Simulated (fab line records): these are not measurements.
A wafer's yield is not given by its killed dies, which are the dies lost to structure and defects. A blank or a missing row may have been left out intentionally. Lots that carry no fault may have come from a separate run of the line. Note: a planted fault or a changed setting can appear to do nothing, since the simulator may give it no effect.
Chamber matching / flow n5Finfet / N5_SD_EPI_N_ETCHBACK_44 on rieDiel-06: 4 sister chambers
The step etches SiNx in CH3F/O2, stops on SiO2, target depth 14.5 nm. 20 wafers are shown with their chamber, then 10 later ones without.

WAFERS, EACH WITH ITS CHAMBER
wafer=L074.2; chamber=3; showerheadPlenumPTorr (Torr)=1.87; drypumpMotorCurrentA (A)=6.0; throttleValvePct (%)=16.42
wafer=L074.4; chamber=1; showerheadPlenumPTorr (Torr)=1.98; drypumpMotorCurrentA (A)=6.1; throttleValvePct (%)=16.65
wafer=L074.5; chamber=1; showerheadPlenumPTorr (Torr)=1.98; drypumpMotorCurrentA (A)=6.2; throttleValvePct (%)=16.64
wafer=L076.2; chamber=1; showerheadPlenumPTorr (Torr)=1.98; drypumpMotorCurrentA (A)=6.1; throttleValvePct (%)=16.63
wafer=L076.4; chamber=3; showerheadPlenumPTorr (Torr)=1.87; drypumpMotorCurrentA (A)=5.9; throttleValvePct (%)=16.39
wafer=L076.6; chamber=0; showerheadPlenumPTorr (Torr)=2.07; drypumpMotorCurrentA (A)=5.0; throttleValvePct (%)=16.45
wafer=L078.2; chamber=0; showerheadPlenumPTorr (Torr)=2.06; drypumpMotorCurrentA (A)=5.0; throttleValvePct (%)=16.48
wafer=L078.4; chamber=3; showerheadPlenumPTorr (Torr)=1.87; drypumpMotorCurrentA (A)=5.9; throttleValvePct (%)=16.41
wafer=L078.6; chamber=1; showerheadPlenumPTorr (Torr)=1.97; drypumpMotorCurrentA (A)=6.1; throttleValvePct (%)=16.64
wafer=L079.1; chamber=1; showerheadPlenumPTorr (Torr)=1.97; drypumpMotorCurrentA (A)=6.1; throttleValvePct (%)=16.65
wafer=L079.2; chamber=3; showerheadPlenumPTorr (Torr)=1.87; drypumpMotorCurrentA (A)=5.9; throttleValvePct (%)=16.42
wafer=L079.3; chamber=0; showerheadPlenumPTorr (Torr)=2.06; drypumpMotorCurrentA (A)=5.0; throttleValvePct (%)=16.48
wafer=L080.1; chamber=3; showerheadPlenumPTorr (Torr)=1.87; drypumpMotorCurrentA (A)=6.0; throttleValvePct (%)=16.41
wafer=L080.5; chamber=2; showerheadPlenumPTorr (Torr)=2.00; drypumpMotorCurrentA (A)=5.1; throttleValvePct (%)=16.59
wafer=L080.6; chamber=1; showerheadPlenumPTorr (Torr)=1.97; drypumpMotorCurrentA (A)=6.1; throttleValvePct (%)=16.65
wafer=L083.1; chamber=2; showerheadPlenumPTorr (Torr)=2.00; drypumpMotorCurrentA (A)=5.2; throttleValvePct (%)=16.61
wafer=L083.3; chamber=1; showerheadPlenumPTorr (Torr)=1.97; drypumpMotorCurrentA (A)=6.1; throttleValvePct (%)=16.68
wafer=L083.4; chamber=3; showerheadPlenumPTorr (Torr)=1.87; drypumpMotorCurrentA (A)=5.9; throttleValvePct (%)=16.43
wafer=L084.1; chamber=3; showerheadPlenumPTorr (Torr)=1.87; drypumpMotorCurrentA (A)=5.9; throttleValvePct (%)=16.41
wafer=L084.2; chamber=0; showerheadPlenumPTorr (Torr)=2.06; drypumpMotorCurrentA (A)=5.1; throttleValvePct (%)=16.46

SIGNATURES (averages over the wafers above)
reading=showerheadPlenumPTorr; chamber 0=2.0625; chamber 1=1.9743; chamber 2=2.0000; chamber 3=1.8700; scatter within a chamber=0.00392
reading=drypumpMotorCurrentA; chamber 0=5.025; chamber 1=6.114; chamber 2=5.150; chamber 3=5.929; scatter within a chamber=0.047
reading=throttleValvePct; chamber 0=16.4675; chamber 1=16.6486; chamber 2=16.6000; chamber 3=16.4129; scatter within a chamber=0.0144
Rule: for each reading, subtract the chamber's mean from the wafer's reading, divide by that reading's scatter and square the result; add these up over the readings and take the root, which gives the wafer's distance from the chamber. The wafer belongs to the nearest chamber; if the next one is less than 2 further off, it can't be placed. The scatter: take each reading less its chamber's mean, square it, sum over the shown wafers, divide by the number of wafers less the number of chambers, and take the root.

WAFERS WITH NO CHAMBER GIVEN
wafer=L084.3; showerheadPlenumPTorr (Torr)=2.00; drypumpMotorCurrentA (A)=5.1; throttleValvePct (%)=16.63
wafer=L088.3; showerheadPlenumPTorr (Torr)=1.99; drypumpMotorCurrentA (A)=5.1; throttleValvePct (%)=16.65
wafer=L088.4; showerheadPlenumPTorr (Torr)=2.06; drypumpMotorCurrentA (A)=5.0; throttleValvePct (%)=16.51
wafer=L088.5; showerheadPlenumPTorr (Torr)=2.06; drypumpMotorCurrentA (A)=5.0; throttleValvePct (%)=16.50
wafer=L094.3; showerheadPlenumPTorr (Torr)=1.86; drypumpMotorCurrentA (A)=5.9; throttleValvePct (%)=16.48
wafer=L094.4; showerheadPlenumPTorr (Torr)=1.99; drypumpMotorCurrentA (A)=5.1; throttleValvePct (%)=16.65
wafer=L094.6; showerheadPlenumPTorr (Torr)=1.86; drypumpMotorCurrentA (A)=5.9; throttleValvePct (%)=16.51
wafer=L096.1; showerheadPlenumPTorr (Torr)=1.86; drypumpMotorCurrentA (A)=6.0; throttleValvePct (%)=16.50
wafer=L096.2; showerheadPlenumPTorr (Torr)=1.99; drypumpMotorCurrentA (A)=5.1; throttleValvePct (%)=16.66
wafer=L096.6; showerheadPlenumPTorr (Torr)=1.99; drypumpMotorCurrentA (A)=5.1; throttleValvePct (%)=16.67

THE CHAMBER EACH PASSED THROUGH
wafer=L084.3; from the rows above=2; in truth=2
wafer=L088.3; from the rows above=2; in truth=2
wafer=L088.4; from the rows above=0; in truth=0
wafer=L088.5; from the rows above=0; in truth=0
wafer=L094.3; from the rows above=3; in truth=3
wafer=L094.4; from the rows above=2; in truth=2
wafer=L094.6; from the rows above=3; in truth=3
wafer=L096.1; from the rows above=3; in truth=3
wafer=L096.2; from the rows above=2; in truth=2
wafer=L096.6; from the rows above=2; in truth=2
Correctly placed: 10 of 10. From these rows, 0 cannot be placed. Number placed wrongly: 0.
